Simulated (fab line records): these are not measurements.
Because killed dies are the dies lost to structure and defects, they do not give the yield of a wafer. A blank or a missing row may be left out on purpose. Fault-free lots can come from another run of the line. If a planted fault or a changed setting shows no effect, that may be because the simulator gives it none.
A lot that was struck, set against a sound lot    flow n5-finfet    14 steps out of a route of 1938
Sound: wafers L416.2, L416.3, L416.6. Struck: wafer L424.6. (L424.2, L424.3 of the same lot were not struck and are left out.) The cause comes at the end.
At each step with rows: each side's tool, then ch and its chambers, then its first start. Under that, the readings that differ: sound wafers    struck wafers    difference of the means    sigmas: that difference in standard deviations of wafers without a fault.
alike: same words and numbers on both sides, and readings whose means sit less than 2 such deviations apart. not compared: any withheld reading, any reading some wafer has no value for, any bound like >300 that may hide the same value, and any number with overlapping values for which the record gives no deviation.
The two part at a step that has a row with sigmas, a row that says differs or no value, or rows on one side only. Numbers that don't overlap but have no deviation are shown without sigmas and don't part them. A reading that every wafer of one side lacks parts them only if that side has two wafers or more.

first, 1 step without rows for these wafers: N5_BEOL_M1_ANNEAL_87 (time 240 s).
N5_BEOL_M1_SPUTTER_88: material Cu, target thk 4.5 nm, time 8.29 s.
  sound on pvd-sputter-02 at day 8 17:34; struck on pvd-sputter-03 at day 10 19:43
  alike: chuck-sensor-temp-C, throttle-valve-pct
then, 1 step without rows for these wafers: N5_BEOL_M1_ANNEAL_89 (time 240 s).
N5_BEOL_M1_SPUTTER_90: material Cu, target thk 4.5 nm, time 8.29 s.
  sound on pvd-sputter-02 at day 8 17:47; struck on pvd-sputter-03 at day 10 19:56
  alike: chuck-sensor-temp-C, throttle-valve-pct
then, 1 step without rows for these wafers: N5_BEOL_M1_ANNEAL_91 (time 240 s).
N5_BEOL_M1_SPUTTER_92: material Cu, target thk 4.5 nm, time 8.29 s.
  sound on pvd-sputter-02 at day 8 18:01; struck on pvd-sputter-03 at day 10 20:10
  alike: chuck-sensor-temp-C, throttle-valve-pct
N5_BEOL_M1_ANNEAL_93: time 240 s.
  sound on pvd-sputter-02 at day 8 18:05; struck on pvd-sputter-03 at day 10 20:14
  alike: heater-power-w
then, 2 steps without rows for these wafers: N5_BEOL_M1_SPUTTER_94 (material Cu, target thk 4.5 nm, time 8.29 s); N5_BEOL_M1_ANNEAL_95 (time 240 s).
N5_BEOL_M1_SPUTTER_96: material Cu, target thk 4.5 nm, time 8.29 s.
  sound on pvd-sputter-02 at day 8 18:27; struck on pvd-sputter-03 at day 10 20:36
  alike: chuck-sensor-temp-C, throttle-valve-pct
then, 2 steps without rows for these wafers: N5_BEOL_M1_ECD_50 (material Cu, target thk 300 nm); N5_BEOL_M1_ANNEAL_51 (time 90 s).
N5_BEOL_M1_CMP_52: polishes, stops on SiOC, t overpolish 6.8 s, target thk 40 nm.
  sound on cmp-04 ch 0,1,3, day 8 18:59; struck on cmp-02 ch 3, day 10 21:05
reading                       sound           struck  difference  sigmas
barrier-field-endpoint-s (s)  24.3 24.4 24.1  13.8    -10.5       -15
time-to-endpoint-s (s)        58.4 59.8 58.5  39.1    -19.8       -7
  alike: edge-zone-pressure-frac, motor-current-A, overpolish-run-s, platen-rpm, retaining-ring-pressure-frac
N5_BEOL_M4_RC_MEAS_101:
  sound on prober-01 ch 0, day 10 06:16; struck on prober-01 ch 0, day 12 10:02
  alike: DIBL_N, DIBL_P, IOFF_N, IOFF_P, ION_N, ION_P, SS_N, SS_P, VT_N, VT_P

## WHERE THEY PART
Only at N5_BEOL_M1_CMP_52, within this record. Later steps at which nothing parts them and some readings are alike: N5_BEOL_M4_RC_MEAS_101.

WHY: what the simulator had put in
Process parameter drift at N5_BEOL_M1_CMP_52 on cmp-02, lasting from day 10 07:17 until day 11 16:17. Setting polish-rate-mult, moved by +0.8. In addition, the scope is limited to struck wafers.
